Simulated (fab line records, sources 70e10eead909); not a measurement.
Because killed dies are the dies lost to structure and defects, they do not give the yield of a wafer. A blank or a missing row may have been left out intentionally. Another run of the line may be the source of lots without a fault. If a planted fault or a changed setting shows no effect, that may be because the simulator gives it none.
fab line records -- flow nand-harc
[record] lots = 12, wafers = 34, last-day = 33
route steps=1302 shown P_ZERO_WELL@14 P_STI@81 P_GATE@132
lots that met no fault: taken from a fault-free run of the same line
start-h: the number of hours between the record's first day and the start of the first shown wafer of the lot -- wait-h: how many hours have passed since the lot's step before this one -- " the same as in the row above -- L1.1+2: a row that stands for several wafers -- - either no value or no given start -- * or withheld: withheld -- < > ~ a bound
route shown NAME@n: NAME is a module with steps in the file, n the number in the route of the first one -- usual: average and standard deviation across the fault-free wafers -- same: alike in all rows -- chamber/n: place in a boat -- sites: each site's reading -- _std_site: standard deviation of those values -- _edge_site: mean of outer sites minus mean of inner sites -- radius-mm: how far each site lies from the wafer's centre -- mask NAME#n: copy n -- behind: the most recent tool/chamber to have shaped the wafer -- hold: cause of the lot's hold/its duration in hours/its outcome -- device: transistor that didn't switch, given as n, p or np -- end of line: tests of these same wafers at the route's end -- step lacking rows: just its recipe -- killed: at the first sort, the dies lost to defects and structure; wafer yield is something else -- map: a wafer's dies, marking killed ones x, the rest . and places with no die _
set.NAME: the setting that was run; set.NAME@STEP: the one run at that earlier step -- model.NAME: the simulator's own value behind a step, which no gauge read
one table for each step of the route and one row for each wafer, over a sample of lots
services: the hour from which a tool's chamber was out of use, counted from the record's first day as start-h (under 0 if before that day), plus the number of hours and why
[[steps]]
[step NHARC_P_ZERO_WELL_CD_MEAS_11]
[recipe] target-cd-nm = 500, landing-energy-ev = 500
[usual] cd-nm = 500.0/2.1
lot.wafer,tool,chamber,start-h,wait-h,cd-nm
L112.2,cd-sem-02,0,21.25,-,500.3
L112.3,cd-sem-02,0,21.25,-,499.1
L112.5,cd-sem-02,0,21.25,-,501.1
L113.1,cd-sem-02,0,31.24,-,502.5
L113.4,cd-sem-02,0,31.24,-,500.3
L113.6,cd-sem-02,0,31.24,-,504.2
L114.2,cd-sem-01,0,41.24,-,501.5
L114.4,cd-sem-01,0,41.24,-,499.4
L114.5,cd-sem-01,0,41.24,-,500.9
L115.1,cd-sem-02,0,51.11,-,500.3
L115.2,cd-sem-02,0,51.11,-,505.1
L115.5,cd-sem-02,0,51.11,-,501.6
L117.3,cd-sem-03,0,71.25,-,499.5
L117.4,cd-sem-03,0,71.25,-,499.9
L117.5,cd-sem-03,0,71.25,-,498.5
L120.2,cd-sem-03,0,101.13,-,497.9
L120.5,cd-sem-03,0,101.13,-,500.7
L120.6,cd-sem-03,0,101.13,-,496.7
L124.3,cd-sem-01,0,141.12,-,500.0
L124.4,cd-sem-01,0,141.12,-,500.6
L124.6,cd-sem-01,0,141.12,-,502.9
L127.1,cd-sem-01,0,171.19,-,499.4
L127.5,cd-sem-01,0,171.19,-,498.0
L128.1,cd-sem-03,0,181.11,-,501.9
L128.4,cd-sem-03,0,181.11,-,504.2
L129.2,cd-sem-02,0,191.25,-,495.9
L129.5,cd-sem-02,0,191.25,-,500.5
L129.6,cd-sem-02,0,191.25,-,497.6
L133.1,cd-sem-02,0,231.36,-,499.6
L133.4,cd-sem-02,0,231.36,-,497.6
L133.5,cd-sem-02,0,231.36,-,498.5
L135.1,cd-sem-01,0,251.24,-,497.0
L135.3,cd-sem-01,0,251.24,-,498.4
L135.4,cd-sem-01,0,251.24,-,497.9
[step NHARC_P_ZERO_WELL_DESCUM_26]
[recipe] time-s = 3, o2-flow-sccm = 200, ar-flow-sccm = 0, bias-power-w = 0, chemistry = O2
[usual] drypump-motor-current-A = 6.0/0.42, oes-product-au = 1.000/0.011, rf-vpp-V = 57.8/0.85, showerhead-plenum-p-Torr = 1.91/0.077, throttle-valve-pct = 11.311/0.0086
lot.wafer,tool,chamber,start-h,wait-h,drypump-motor-current-A,oes-product-au,rf-hours-counter-h,rf-vpp-V,showerhead-plenum-p-Torr,throttle-valve-pct
L112.3,rie-diel-11,1,22.63,-,6.1,0.991,42,57.6,1.80,11.300
L112.2,rie-diel-11,3,22.63,-,5.9,1.009,36,58.6,1.90,11.305
L112.5,rie-diel-11,3,22.63,-,5.9,1.005,-,56.7,1.90,11.319
L113.1,rie-diel-11,1,32.99,-,6.1,0.997,49,57.7,1.80,11.303
L113.6,rie-diel-11,3,32.99,-,5.8,1.015,-,57.3,1.90,11.300
L113.4,rie-diel-11,0,32.99,-,6.3,0.982,-,58.1,1.77,11.294
L114.4,rie-diel-07,0,42.75,-,6.2,0.987,24,57.1,1.85,11.309
L114.2,rie-diel-07,2,42.75,-,5.7,0.996,28,57.9,2.07,11.301
L114.5,rie-diel-07,0,42.75,-,6.2,0.998,-,57.0,1.85,11.304
L115.2,rie-diel-06,0,52.64,-,6.1,0.991,25,57.5,1.97,11.309
L115.1,rie-diel-06,1,52.64,-,6.2,0.992,27,56.7,1.92,11.292
L115.5,rie-diel-06,3,52.64,-,6.0,0.996,-,58.4,1.93,11.304
L117.3,rie-diel-07,3,74.91,-,5.6,1.006,37,56.3,1.90,11.305
L117.4,rie-diel-07,0,74.91,-,6.2,0.994,33,58.3,1.85,11.321
L117.5,rie-diel-07,2,74.91,-,5.7,0.991,-,57.7,2.06,11.300
L120.2,rie-diel-07,2,102.65,-,5.6,1.001,46,58.1,2.06,11.302
L120.6,rie-diel-07,0,102.65,-,6.2,0.996,-,56.9,1.85,11.317
L120.5,rie-diel-07,1,102.65,-,6.6,1.018,-,56.5,1.83,11.303
L124.3,rie-diel-07,2,142.68,-,5.7,0.989,6,58.2,2.06,11.315
L124.4,rie-diel-07,0,142.68,-,6.2,0.983,6,57.0,1.84,11.299
L124.6,rie-diel-07,1,142.68,-,6.6,1.018,-,58.0,1.82,11.318
L127.1,rie-diel-07,1,172.70,-,6.7,1.026,14,58.2,1.82,11.328
L127.5,rie-diel-07,3,172.70,-,5.6,1.017,-,58.0,1.89,11.323
L128.1,rie-diel-07,0,182.62,-,6.2,0.993,17,57.3,1.84,11.301
L128.4,rie-diel-07,1,182.62,-,6.6,1.021,15,57.9,1.82,11.303
L129.2,rie-diel-07,1,192.63,-,6.6,1.021,17,58.1,1.82,11.306
L129.5,rie-diel-07,0,192.63,-,6.2,0.987,-,57.4,1.84,11.326
L129.6,rie-diel-07,1,192.63,-,6.7,1.015,-,56.8,1.82,11.315
L133.1,rie-diel-06,0,232.87,-,6.0,0.995,26,57.0,1.95,11.308
L133.4,rie-diel-06,2,232.87,-,5.0,0.973,30,57.7,1.93,11.300
L133.5,rie-diel-06,0,232.87,-,6.0,0.999,-,58.8,1.95,11.310
L135.4,rie-diel-06,1,252.76,-,6.2,0.999,38,58.8,1.90,11.326
L135.1,rie-diel-06,2,252.76,-,5.0,0.975,37,56.8,1.92,11.315
L135.3,rie-diel-06,3,252.76,-,6.0,0.989,30,57.4,1.92,11.318
[step NHARC_P_STI_PEB_07]
[recipe] peb-temp-c = 128, peb-time-s = 80
[usual] plate-temp-C = 128.00/0.13
lot.wafer,tool,chamber,start-h,wait-h,plate-temp-C
L112.2,litho-track-07,0,47.64,0.1,128.01
L112.3,litho-track-07,0,47.64,0.1,127.99
L112.5,litho-track-07,0,47.64,0.1,128.07
L113.1,litho-track-07,0,53.36,0.1,127.84
L113.4,litho-track-07,0,53.36,0.1,128.06
L113.6,litho-track-07,0,53.36,0.1,127.85
L114.2,litho-track-02,0,64.42,0.1,127.82
L114.4,litho-track-02,0,64.42,0.1,127.85
L114.5,litho-track-02,0,64.42,0.1,127.66
L115.1,litho-track-03,0,71.83,0.1,128.08
L115.2,litho-track-03,0,71.83,0.1,127.90
L115.5,litho-track-03,0,71.83,0.1,128.04
L117.3,litho-track-03,0,95.37,0.1,127.92
L117.4,litho-track-03,0,95.37,0.1,127.84
L117.5,litho-track-03,0,95.37,0.1,128.00
L120.2,litho-track-07,0,124.58,0.1,128.03
L120.5,litho-track-07,0,124.58,0.1,128.17
L120.6,litho-track-07,0,124.58,0.1,128.25
L124.3,litho-track-02,0,162.66,0.1,128.10
L124.4,litho-track-02,0,162.66,0.1,128.15
L124.6,litho-track-02,0,162.66,0.1,128.08
L127.1,litho-track-03,0,192.29,0.1,128.60
L127.5,litho-track-03,0,192.29,0.1,128.78
L128.1,litho-track-03,0,203.04,0.1,128.70
L128.4,litho-track-03,0,203.04,0.1,128.57
L129.2,litho-track-02,0,213.69,0.1,127.96
L129.5,litho-track-02,0,213.69,0.1,127.98
L129.6,litho-track-02,0,213.69,0.1,127.85
L133.1,litho-track-02,0,254.39,0.1,128.07
L133.4,litho-track-02,0,254.39,0.1,128.18
L133.5,litho-track-02,0,254.39,0.1,128.10
L135.1,litho-track-02,0,273.75,0.1,127.95
L135.3,litho-track-02,0,273.75,0.1,127.86
L135.4,litho-track-02,0,273.75,0.1,127.85
[step NHARC_P_STI_CD_MEAS_09]
[recipe] target-cd-nm = 200, landing-energy-ev = 500
[usual] cd-nm = 200.4/1.7
lot.wafer,tool,chamber,start-h,wait-h,hold,cd-nm
L112.2,cd-sem-02,0,47.73,-,-,203.1
L112.3,cd-sem-02,0,47.73,-,-,202.4
L112.5,cd-sem-02,0,47.73,-,-,201.2
L113.1,cd-sem-02,0,53.44,-,-,199.0
L113.4,cd-sem-02,0,53.44,-,-,202.0
L113.6,cd-sem-02,0,53.44,-,-,201.5
L114.2,cd-sem-02,0,64.51,-,-,202.1
L114.4,cd-sem-02,0,64.51,-,-,201.3
L114.5,cd-sem-02,0,64.51,-,-,198.8
L115.1,cd-sem-03,0,71.91,-,-,200.5
L115.2,cd-sem-03,0,71.91,-,-,200.7
L115.5,cd-sem-03,0,71.91,-,-,199.4
L117.3,cd-sem-03,0,95.46,-,-,201.8
L117.4,cd-sem-03,0,95.46,-,-,199.3
L117.5,cd-sem-03,0,95.46,-,-,199.9
L120.2,cd-sem-01,0,124.66,-,-,201.6
L120.5,cd-sem-01,0,124.66,-,-,200.6
L120.6,cd-sem-01,0,124.66,-,-,200.4
L124.3,cd-sem-01,0,162.74,-,-,198.2
L124.4,cd-sem-01,0,162.74,-,-,200.1
L124.6,cd-sem-01,0,162.74,-,-,200.1
L127.1,cd-sem-02,0,192.38,-,-,204.1
L127.5,cd-sem-02,0,192.38,-,-,204.8
L128.1,cd-sem-03,0,203.12,-,await-dispo/0.2h/release,206.9
L128.4,cd-sem-03,0,203.12,-,await-dispo/0.2h/release,208.5
L128.1,cd-sem-03,0,-,-,-,206.9
L128.4,cd-sem-03,0,-,-,-,208.4
L129.2,cd-sem-03,0,213.78,-,-,198.3
L129.5,cd-sem-03,0,213.78,-,-,198.9
L129.6,cd-sem-03,0,213.78,-,-,197.9
L133.1,cd-sem-02,0,254.47,-,-,201.1
L133.4,cd-sem-02,0,254.47,-,-,197.3
L133.5,cd-sem-02,0,254.47,-,-,201.2
L135.1,cd-sem-02,0,273.84,-,-,199.6
L135.3,cd-sem-02,0,273.84,-,-,201.8
L135.4,cd-sem-02,0,273.84,-,-,201.0
[step NHARC_P_STI_OCD_MEAS_17]
[usual] trench-depth-nm = 299/3.7, trench-foot-cd-nm = 158.6/1.9
lot.wafer,tool,chamber,start-h,wait-h,hold,trench-depth-nm,trench-foot-cd-nm
L112.2,ocd-02,-,48.51,0.1,-,301,161.0
L112.3,ocd-02,-,48.51,0.1,-,297,161.0
L112.5,ocd-02,-,48.51,0.1,-,300,159.6
L113.1,ocd-02,-,54.23,0.1,-,298,157.7
L113.4,ocd-02,-,54.23,0.1,-,305,159.5
L113.6,ocd-02,-,54.23,0.1,-,304,159.4
L114.2,ocd-02,-,65.30,0.1,-,303,159.9
L114.4,ocd-02,-,65.30,0.1,-,297,159.7
L114.5,ocd-02,-,65.30,0.1,-,299,157.0
L115.1,ocd-01,-,72.70,0.1,-,303,157.8
L115.2,ocd-01,-,72.70,0.1,-,296,159.0
L115.5,ocd-01,-,72.70,0.1,-,298,157.5
L117.3,ocd-02,-,96.27,0.1,-,298,159.8
L117.4,ocd-02,-,96.27,0.1,-,294,158.7
L117.5,ocd-02,-,96.27,0.1,-,298,157.8
L120.2,ocd-02,-,125.45,0.1,-,299,160.1
L120.5,ocd-02,-,125.45,0.1,-,305,158.3
L120.6,ocd-02,-,125.45,0.1,-,304,157.3
L124.3,ocd-02,-,163.56,0.1,-,300,156.4
L124.4,ocd-02,-,163.56,0.1,-,294,159.6
L124.6,ocd-02,-,163.56,0.1,-,303,157.3
L127.1,ocd-01,-,193.16,0.1,-,307,161.9
L127.5,ocd-01,-,193.16,0.1,-,306,161.6
L128.1,ocd-02,-,212.23,1.7,await-dispo/0.2h/release,298,165.3
L128.4,ocd-02,-,212.23,1.7,await-dispo/0.2h/release,299,166.6
L128.1,ocd-02,-,212.41,0.2,-,298,165.6
L128.4,ocd-02,-,212.41,0.2,-,299,166.6
L129.2,ocd-01,-,214.56,0.1,-,299,156.7
L129.5,ocd-01,-,214.56,0.1,-,305,156.3
L129.6,ocd-01,-,214.56,0.1,-,300,155.6
L133.1,ocd-02,-,255.28,0.1,-,303,158.2
L133.4,ocd-02,-,255.28,0.1,-,298,155.8
L133.5,ocd-02,-,255.28,0.1,-,301,159.2
L135.1,ocd-01,-,274.66,0.1,-,300,158.4
L135.3,ocd-01,-,274.66,0.1,-,296,159.9
L135.4,ocd-01,-,274.66,0.1,-,303,158.2
[step NHARC_P_GATE_DEP_103]
[recipe] target-thk-a = 300, target-thk-nm = 30, temp-c = 400, flow-sccm = 200, rf-w = 350, material = SiON
[usual] heater-power-w = 710/95
lot.wafer,tool,chamber,start-h,wait-h,heater-power-w
L112.3,pecvd-03,0,98.71,0.3,689
L112.2,pecvd-03,1,98.71,0.3,661
L112.5,pecvd-03,2,98.71,0.3,887
L113.1,pecvd-04,0,106.89,0.6,724
L113.4,pecvd-04,0,106.89,0.6,716
L113.6,pecvd-04,1,106.89,0.6,812
L114.2,pecvd-01,0,119.00,0.5,679
L114.5,pecvd-01,2,119.00,0.5,782
L114.4,pecvd-01,1,119.00,0.5,604
L115.2,pecvd-01,2,123.07,0.6,766
L115.1,pecvd-01,1,123.07,0.6,648
L115.5,pecvd-01,0,123.07,0.6,765
L117.3,pecvd-04,0,153.76,0.4,721
L117.4,pecvd-04,2,153.76,0.4,559
L117.5,pecvd-04,1,153.76,0.4,795
L120.2,pecvd-01,0,181.36,0.5,846
L120.5,pecvd-01,2,181.36,0.5,735
L120.6,pecvd-01,0,181.36,0.5,847
L124.3,pecvd-04,0,225.09,0.3,660
L124.6,pecvd-04,0,225.09,0.3,677
L124.4,pecvd-04,2,225.09,0.3,600
L127.1,pecvd-01,0,240.85,0.6,758
L127.5,pecvd-01,1,240.85,0.6,583
L128.1,pecvd-04,1,258.86,0.6,714
L128.4,pecvd-04,2,258.86,0.6,586
L129.2,pecvd-04,2,267.88,0.5,546
L129.5,pecvd-04,2,267.88,0.5,548
L129.6,pecvd-04,0,267.88,0.5,662
L133.1,pecvd-03,2,314.75,0.6,822
L133.4,pecvd-03,2,314.75,0.6,825
L133.5,pecvd-03,0,314.75,0.6,773
L135.3,pecvd-04,1,329.90,0.4,710
L135.1,pecvd-04,2,329.90,0.4,573
L135.4,pecvd-04,1,329.90,0.4,742
[[services]]
tool,chamber,start-h,hours,kind
pecvd-03,-,4.00,13.0,pm
rie-diel-07,0,14.21,3.0,repair
rie-diel-06,0,18.13,10.2,repair
litho-track-02,-,52.00,7.0,pm
litho-track-07,-,76.00,7.0,pm
pecvd-04,-,88.38,13.0,pm
litho-track-03,-,100.00,7.0,pm
rie-diel-06,0,117.06,5.7,repair
rie-diel-07,-,117.25,9.0,pm
rie-diel-07,-,129.42,1.1,repair
pecvd-01,-,130.00,13.0,pm
rie-diel-06,-,130.22,9.0,pm
pecvd-04,2,145.47,6.3,repair
pecvd-01,-,212.52,0.9,repair
litho-track-02,-,227.00,7.0,pm
litho-track-07,-,251.00,7.0,pm
rie-diel-07,0,256.75,2.1,repair
rie-diel-06,0,257.11,14.3,repair
pecvd-04,-,269.45,13.0,pm
litho-track-03,-,275.00,7.0,pm
pecvd-01,-,280.59,0.8,repair
rie-diel-07,-,294.25,9.0,pm
rie-diel-06,-,307.33,9.0,pm
pecvd-01,-,311.00,13.0,pm
[[key]]
[first-sign] step = NHARC_P_STI_PEB_07, reading = plate-temp-C, direction = up, sigmas = 5, usual = *, struck = *
[effect] step = NHARC_P_STI_CD_MEAS_09, reading = visit, direction = added
[effect] step = NHARC_P_STI_OCD_MEAS_17, reading = visit, direction = added
met-at NHARC_P_STI_PEB_07
struck-lots L127,L128
tester-left-out L127,L128
not-acting-at NHARC_P_ZERO_WELL_CD_MEAS_11,NHARC_P_ZERO_WELL_DESCUM_26,NHARC_P_GATE_DEP_103
onset-between 95.37 192.29
[fault] kind = process-parameter-drift, tool = litho-track-03, chamber = -, onset-h = 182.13, steps = NHARC_P_STI_PEB_07, channel = peb-temp-c, offset = *, shape = step, end-h = 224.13, acts-in = *, stated = *
// tester-left-out: of these lots the tester's yield and bins aren't shown, on N5 and GAA mostly nor the transistor test; their killed dies are dies lost to structure and defects alone, not to doping, threshold or leakage, so they don't give the yield
